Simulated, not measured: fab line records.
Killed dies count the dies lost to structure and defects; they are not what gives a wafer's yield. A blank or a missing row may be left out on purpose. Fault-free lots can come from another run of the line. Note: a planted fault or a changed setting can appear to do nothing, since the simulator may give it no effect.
fab line records	flow n5Finfet
[record] lots = 7	wafers = 21
route steps=1938 shown BEOL_M10@1533 BEOL_M12@1648 BEOL_M13@1694 BEOL_M15@1776 PASSIVATION@1910
startH: start of the lot's first displayed wafer, in hours after the record's first day	waitH: time in hours since the lot's previous step	" the same as in the row above	L1.1+2: one row covering several wafers at once	- no value, or no start was given	* or withheld: withheld	< > ~ a bound
route shown NAME@n: a module of which the file shows steps, and the number in the route of the first	usual: mean/standard deviation taken from wafers without a fault	same: alike in all rows	chamber/n: place in a boat	sites: the reading at each site	_std_site: standard deviation across them	_edge_site: the outer-site mean with the inner-site mean subtracted	radiusMm: for every site, how far away it sits from the centre of the wafer	mask NAME#n: copy n	behind: the tool/chamber that last shaped the wafer	hold: why the lot was held/for how many hours/how that ended	device: the n, p or np transistor that did not switch	end of line: the tests these same wafers got at the end of their route	where a step has no rows: the recipe by itself	killed: count of dies lost to structure and defects at first sort (not the wafer's yield)	map: shows each die of a wafer: x if killed, . if not, _ if none is there
set.NAME: the setting the step ran with; set.NAME@STEP: the setting that earlier step ran with	model.NAME: the simulator's own value behind a step, which no gauge read
lots whose settings were changed on purpose; a table a step, a row a wafer
[[steps]]
[step N5_BEOL_M10_DEP_56]
[recipe] material = SiCN	targetThkA = 150	tempC = withheld	precursor = 3MS/NH3	pressureTorr = 3	rfW = 202	timeS = 26.5
lot.wafer	tool	chamber	startH	waitH	set.timeS	model.SiCN_of_BEOL_M10_DEP_56.thkNm
L081.1	pecvd-04	1	267.23	0.0	26.5	14.8
L081.4+5	"	2,1	"	"	30.09	17.2
L083.1+4	pecvd-01	2,1	269.31	0.0	26.5	15.2
L083.5	"	0	"	"	26.5	15
L084.1	pecvd-04	1	276.07	0.0	29.02	16.2
L084.3	"	0	"	"	26.5	14.8
L084.6	"	0	"	"	29.02	16.8
L085.4+6	pecvd-01	0,1	284.67	0.0	26.5	14.8
L085.5	"	2	"	"	26.5	15
L086.2	pecvd-02	0	293.56	0.0	26.5	14.8
L086.4	"	2	"	"	23.27	13.6
L086.6	"	0	"	"	26.5	15
L088.3	pecvd-04	2	310.33	0.0	28.82	16.2
L088.4	"	2	"	"	26.5	15.2
L088.5	"	0	"	"	28.82	16.4
L095.3+6	pecvd-01	1,0	373.87	0.0	26.5	14.8
L095.4	"	2	"	"	26.5	15.2
[step N5_BEOL_M12_SPUTTER_43]
[recipe] material = TaN	targetThkA = 150	tempC = 50	biasV = 168.6	powerW = 15000	chamberPressurePa = 0.12	timeS = 24.19
lot.wafer	tool	chamber	startH	waitH	set.timeS	model.TaN_of_BEOL_M12_SPUTTER_43.thkNm
L081.1+4	pvdSputter-02	-	280.35	0.0	23	14.2
L081.5	"	-	"	"	24.19	15
L083.1+4	pvdSputter-02	-	283.31	0.0	24.19	15
L083.5	"	-	"	"	24.19	15.2
L084.1	pvdSputter-02	-	291.94	0.0	24.19	14.8
L084.3	"	-	"	"	20.59	12.6
L084.6	"	-	"	"	24.19	14.6
L085.4+5	pvdSputter-02	-	299.20	0.0	22.04	13.6
L085.6	"	-	"	"	24.19	15
L086.2+4	pvdSputter-03	-	313.69	0.0	24.19	14.6
L086.6	"	-	"	"	24.19	15.2
L088.3	pvdSputter-03	-	323.87	0.0	23.18	14
L088.4	"	-	"	"	24.19	15.2
L088.5	"	-	"	"	23.18	14.2
L095.3	pvdSputter-02	-	385.62	0.0	21.54	13.4
L095.4	"	-	"	"	21.54	13.6
L095.6	"	-	"	"	24.19	15
[step N5_BEOL_M13_ETCH_68]
[recipe] chemistry = N2/H2	target = SOC	maskMaterial = SiARC	sourceW = 3000	biasW = 350	tempC = 40	timeS = 355	ionEnergyEv = 200	pressureMtorr = 30	n2FlowSccm = 200	h2FlowSccm = 200
lot.wafer	tool	chamber	startH	waitH	set.timeS	model.SiARC_of_BEOL_M13_COAT_66.thkNm
L081.1	rieDiel-05	3	283.58	0.1	355	77.2
L081.4	"	3	"	"	355	77.4
L081.5	"	2	"	"	355	77.8
L083.1	rieDiel-05	3	286.42	0.1	355	77.4
L083.4	"	1	"	"	355	77.2
L083.5	"	2	"	"	355	77.8
L084.1	rieDiel-05	2	294.96	0.1	355	78
L084.3	"	3	"	"	355	77
L084.6	"	1	"	"	355	77.2
L085.4	rieDiel-03	0	302.32	0.1	376.8	75.4
L085.5	"	0	"	"	355	76.2
L085.6	"	3	"	"	355	77.8
L086.2	rieDiel-03	3	316.75	0.1	404.4	72.4
L086.4+6	"	1,3	"	"	355	77
L088.3	rieDiel-05	2	327.07	0.1	410.6	72.8
L088.4	"	3	"	"	355	77.4
L088.5	"	0	"	"	355	77
L095.3	rieDiel-05	1	388.64	0.1	355	77.2
L095.4	"	0	"	"	355	76.8
L095.6	"	2	"	"	316.9	80.8
[step N5_BEOL_M13_SPUTTER_43]
[recipe] material = TaN	targetThkA = 150	tempC = 50	biasV = 168.6	powerW = 15000	chamberPressurePa = 0.12	timeS = 24.19
lot.wafer	tool	chamber	startH	waitH	set.timeS	model.TaN_of_BEOL_M13_SPUTTER_43.thkNm
L081.1	pvdSputter-01	-	285.13	0.0	24.19	14.8
L081.4	"	-	"	"	26.32	16.4
L081.5	"	-	"	"	26.32	16
L083.1+5	pvdSputter-02	-	292.96	0.0	24.19	15
L083.4	"	-	"	"	24.19	14.8
L084.1	pvdSputter-01	-	298.83	0.0	22.94	14.6
L084.3+6	"	-	"	"	24.19	15
L085.4	pvdSputter-01	-	307.68	0.0	24.19	14.6
L085.5+6	"	-	"	"	25.66	15.6
L086.2+6	pvdSputter-01	-	317.60	0.0	24.19	14.8
L086.4	"	-	"	"	27.52	16.8
L088.3+4	pvdSputter-03	-	333.73	0.0	26.82	16.6
L088.5	"	-	"	"	24.19	15
L095.3+6	pvdSputter-02	-	392.02	0.0	24.19	15
L095.4	"	-	"	"	24.19	14.8
[step N5_BEOL_M15_COAT_04]
[recipe] spinRpm = 1704	resistThkNm = 800
lot.wafer	tool	chamber	startH	waitH	set.spinRpm	model.coat_of_BEOL_M15_COAT_04.thkNm
L081.1	lithoTrack-03	0	-	-	1704	800
L081.4	"	0	"	"	1704	803.2
L081.5	"	0	"	"	1704	802.8
L083.1	lithoTrack-05	0	-	-	1704	798.4
L083.4	"	0	"	"	1704	799
L083.5	"	0	"	"	1704	802
L084.1	lithoTrack-03	0	-	-	1883	762.6
L084.3	"	0	"	"	1883	763
L084.6	"	0	"	"	1704	799.8
L085.4	lithoTrack-01	0	-	-	1556	837.6
L085.5	"	0	"	"	1704	800.8
L085.6	"	0	"	"	1704	798.2
L086.2	lithoTrack-01	0	-	-	1704	800.4
L086.4	"	0	"	"	1846	768.8
L086.6	"	0	"	"	1704	800
L088.3	lithoTrack-03	0	-	-	1704	798.6
L088.4	"	0	"	"	1894	756.8
L088.5	"	0	"	"	1894	758
L095.3	lithoTrack-05	0	-	-	1646	816.6
L095.4	"	0	"	"	1704	804.8
L095.6	"	0	"	"	1646	815.2
[step N5_BEOL_M15_EXPOSE_07]
[recipe] maskId = V14	na = 0.8	sourceShape = annular	sigmaInner = 0.5	sigmaOuter = 0.8	polarization = unpolarized	attpsmPhaseDeg = 180	doseMj = 41.25
lot.wafer	tool	chamber	startH	waitH	mask	set.doseMj
L081.1+5	krfScanner-01	0	293.27	-	V14#0	41.25
L081.4	"	0	"	"	V14#0	43.91
L083.1+4+5	krfScanner-02	0	308.07	-	V14#0	41.25
L084.1+3+6	krfScanner-02	0	313.29	-	V14#0	41.25
L085.4+6	krfScanner-01	0	319.12	-	V14#0	39.84
L085.5	"	0	"	"	V14#0	41.25
L086.2+4	krfScanner-01	0	326.09	-	V14#0	43.77
L086.6	"	0	"	"	V14#0	41.25
L088.3+4+5	krfScanner-02	0	339.46	-	V14#0	41.25
L095.3+4+6	krfScanner-02	0	400.25	-	V14#0	41.25
[step N5_BEOL_M15_PEB_08]
[recipe] pebTempC = 130	pebTimeS = 90
[step N5_BEOL_M15_DEVELOP_09]
[recipe] developTimeS = 45	rinseLiquid = diw	dry = airSpin	devTempC = 21
[step N5_BEOL_M15_HARDBAKE_14]
[recipe] tempC = 130	timeS = 120
[step N5_BEOL_M15_CD_MEAS_10]
[recipe] targetCdNm = 360	landingEnergyEv = 500	detector = seInlens	polarity = opening
[usual] cdNm = 360.0/1.6
lot.wafer	tool	chamber	startH	waitH	set.doseMj@BEOL_M15_EXPOSE_07	cdNm
L081.1	cdSem-02	0	293.45	-	41.25	361.9
L081.4	"	0	"	"	43.91	369.2
L081.5	"	0	"	"	41.25	359.3
L083.1	cdSem-03	0	308.24	-	41.25	359.0
L083.4	"	0	"	"	41.25	360.1
L083.5	"	0	"	"	41.25	360.8
L084.1	cdSem-01	0	313.46	-	41.25	362.2
L084.3	"	0	"	"	41.25	362.5
L084.6	"	0	"	"	41.25	356.8
L085.4	cdSem-01	0	319.28	-	39.84	355.3
L085.5	"	0	"	"	41.25	357.7
L085.6	"	0	"	"	39.84	353.5
L086.2	cdSem-01	0	326.26	-	43.77	370.0
L086.4	"	0	"	"	43.77	372.4
L086.6	"	0	"	"	41.25	358.8
L088.3	cdSem-01	0	339.63	-	41.25	361.5
L088.4	"	0	"	"	41.25	362.8
L088.5	"	0	"	"	41.25	360.6
L095.3	cdSem-02	0	400.42	-	41.25	359.9
L095.4	"	0	"	"	41.25	360.8
L095.6	"	0	"	"	41.25	360.9
[step N5_BEOL_M15_DESCUM_15]
[recipe] chemistry = O2	timeS = 7.9	sourcePowerW = 50	biasPowerW = 20	pressureMtorr = 20	rfFrequencyHz = 2.712e+07	tempC = 40	o2FlowSccm = 225
[step N5_BEOL_M15_ETCH_59]
[recipe] chemistry = N2/H2	target = BARC	targetDepthA = 890	overetchA = 267	timeS = 67.9	ionEnergyEv = 200	pressureMtorr = 30	sourceW = 840	biasW = 150	n2FlowSccm = 200	h2FlowSccm = 200
[step N5_BEOL_M15_VIA_ETCH_16]
[recipe] chemistry = C4F8/O2/Ar	target = SiO2	heInnerTorr = 15	heOuterTorr = 30	targetDepthA = 17922	timeS = withheld	ionEnergyEv = 800	pressureMtorr = 20	sourceW = 1905	biasW = 2040	Ar_flow_sccm = 400	C4F8_flow_sccm = 16	O2_flow_sccm = 12	ends = cleared
lot.wafer	tool	chamber	startH	waitH	set.spinRpm@BEOL_M15_COAT_04	model.coat_of_BEOL_M15_COAT_04.thkNm
L081.1	rieDiel-03	2	293.62	0.0	1704	330.2
L081.4	"	1	"	"	1704	329.4
L081.5	"	3	"	"	1704	325.6
L083.1	rieDiel-03	1	308.42	0.0	1704	344.4
L083.4	"	3	"	"	1704	334.2
L083.5	"	1	"	"	1704	338.8
L084.1	rieDiel-04	0	313.64	0.0	1883	290.6
L084.3	"	1	"	"	1883	295.8
L084.6	"	0	"	"	1704	322.8
L085.4	rieDiel-03	0	319.61	0.0	1556	352
L085.5	"	3	"	"	1704	333.2
L085.6	"	0	"	"	1704	311.8
L086.2	rieDiel-05	3	326.43	0.0	1704	328.8
L086.4	"	0	"	"	1846	289
L086.6	"	1	"	"	1704	328.2
L088.3	rieDiel-05	1	339.89	0.0	1704	344.4
L088.4	"	0	"	"	1894	285.2
L088.5	"	3	"	"	1894	299.2
L095.3	rieDiel-04	3	400.59	0.0	1646	357.8
L095.4	"	1	"	"	1704	333.4
L095.6	"	2	"	"	1646	347.4
[step N5_PASSIVATION_ETCH_59]
[recipe] chemistry = Cl2/BCl3	target = TaN	targetDepthA = 650	timeS = 34.9	ionEnergyEv = 100	pressureMtorr = 10	icpW = 900	biasW = 100	Cl2_flow_sccm = 60	bcl3FlowSccm = 30
lot.wafer	tool	chamber	startH	waitH	set.timeS	model.etch.depthNm
L081.1	rieMetal-03	0	309.92	0.3	42.15	82.72
L081.4	"	0	"	"	42.15	81.9
L081.5	"	0	"	"	34.9	68.46
L083.1	rieMetal-03	0	322.67	0.3	34.9	67.62
L083.4	"	1	"	"	34.9	62.7
L083.5	"	1	"	"	34.9	63
L084.1	rieMetal-02	0	329.04	0.3	34.9	66.47
L084.3	"	0	"	"	34.9	66.29
L084.6	"	1	"	"	28.72	52.76
L085.4	rieMetal-03	1	334.53	0.2	31.12	56.61
L085.5	"	1	"	"	31.12	56.52
L085.6	"	0	"	"	34.9	67.57
L086.2	rieMetal-02	0	342.94	0.6	34.9	66.36
L086.4	"	0	"	"	34.9	65.74
L086.6	"	0	"	"	34.9	65.88
L088.3	rieMetal-03	0	357.48	0.5	34.9	68.2
L088.4	"	0	"	"	34.9	67.83
L088.5	"	0	"	"	34.9	67.92
L095.3	rieMetal-01	1	417.43	0.2	34.9	61.38
L095.4	"	0	"	"	34.9	67.07
L095.6	"	0	"	"	34.9	67.63
[step N5_PASSIVATION_PECVD_53]
[recipe] material = SiO2	targetThkA = 8000	tempC = 400	precursor = TEOS/O2	pressureTorr = 6.5	rfW = withheld	teosFlowSccm = withheld	gas = O2	flowSccm = 2650	timeS = 169.4
lot.wafer	tool	chamber	startH	waitH	set.timeS	model.SiO2_of_PASSIVATION_PECVD_53.thkNm
L081.1	pecvd-04	2	310.53	0.0	169.4	790.8
L081.4	"	1	"	"	169.4	808
L081.5	"	0	"	"	169.4	817.8
L083.1	pecvd-03	2	323.57	0.0	169.4	791.2
L083.4	"	0	"	"	169.4	800.6
L083.5	"	1	"	"	169.4	779.2
L084.1	pecvd-04	1	329.86	0.0	169.4	799.8
L084.3	"	0	"	"	148.4	692
L084.6	"	0	"	"	148.4	723.6
L085.4	pecvd-01	2	335.20	0.1	169.4	815.8
L085.5	"	0	"	"	169.4	828
L085.6	"	1	"	"	169.4	819.2
L086.2	pecvd-03	0	343.63	0.0	169.4	786
L086.4	"	1	"	"	153	723
L086.6	"	0	"	"	153	733.6
L088.3	pecvd-01	2	358.16	0.0	169.4	791
L088.4	"	2	"	"	159.2	756.2
L088.5	"	0	"	"	169.4	814.8
L095.3	pecvd-04	1	418.02	0.0	183.4	862
L095.4	"	0	"	"	169.4	814.2
L095.6	"	1	"	"	169.4	806.4
[[key]]
[split] step = N5_BEOL_M10_DEP_56	setting = timeS	stated = 26.5	by = wafer
[response] step = N5_BEOL_M10_DEP_56	reading = model.SiCN_of_BEOL_M10_DEP_56.thkNm	change = +0.149	per = 1%	r = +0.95
[split] step = N5_BEOL_M12_SPUTTER_43	setting = timeS	stated = 24.19	by = wafer
[response] step = N5_BEOL_M12_SPUTTER_43	reading = model.TaN_of_BEOL_M12_SPUTTER_43.thkNm	change = +0.149	per = 1%	r = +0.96
[split] step = N5_BEOL_M13_ETCH_68	setting = timeS	stated = 355	by = wafer
[response] step = N5_BEOL_M13_ETCH_68	reading = model.SiARC_of_BEOL_M13_COAT_66.thkNm	change = -0.31	per = 1%	r = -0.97
[split] step = N5_BEOL_M13_SPUTTER_43	setting = timeS	stated = 24.19	by = wafer
[response] step = N5_BEOL_M13_SPUTTER_43	reading = model.TaN_of_BEOL_M13_SPUTTER_43.thkNm	change = +0.146	per = 1%	r = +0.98
[split] step = N5_BEOL_M15_COAT_04	setting = spinRpm	stated = 1704	by = wafer
[response] step = N5_BEOL_M15_COAT_04	reading = model.coat_of_BEOL_M15_COAT_04.thkNm	change = -3.78	per = 1%	r = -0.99
[response] step = N5_BEOL_M15_VIA_ETCH_16	reading = model.coat_of_BEOL_M15_COAT_04.thkNm	change = -3.95	per = 1%	r = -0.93
[split] step = N5_BEOL_M15_EXPOSE_07	setting = doseMj	stated = 41.25	by = wafer
[response] step = N5_BEOL_M15_CD_MEAS_10	reading = cdNm	change = +1.58	per = 1%	r = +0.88
[split] step = N5_PASSIVATION_ETCH_59	setting = timeS	stated = 34.9	by = wafer
[response] step = N5_PASSIVATION_ETCH_59	reading = model.etch.depthNm	change = +0.751	per = 1%	r = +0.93
[split] step = N5_PASSIVATION_PECVD_53	setting = timeS	stated = 169.4	by = wafer
[response] step = N5_PASSIVATION_PECVD_53	reading = model.SiO2_of_PASSIVATION_PECVD_53.thkNm	change = +6.84	per = 1%	r = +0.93
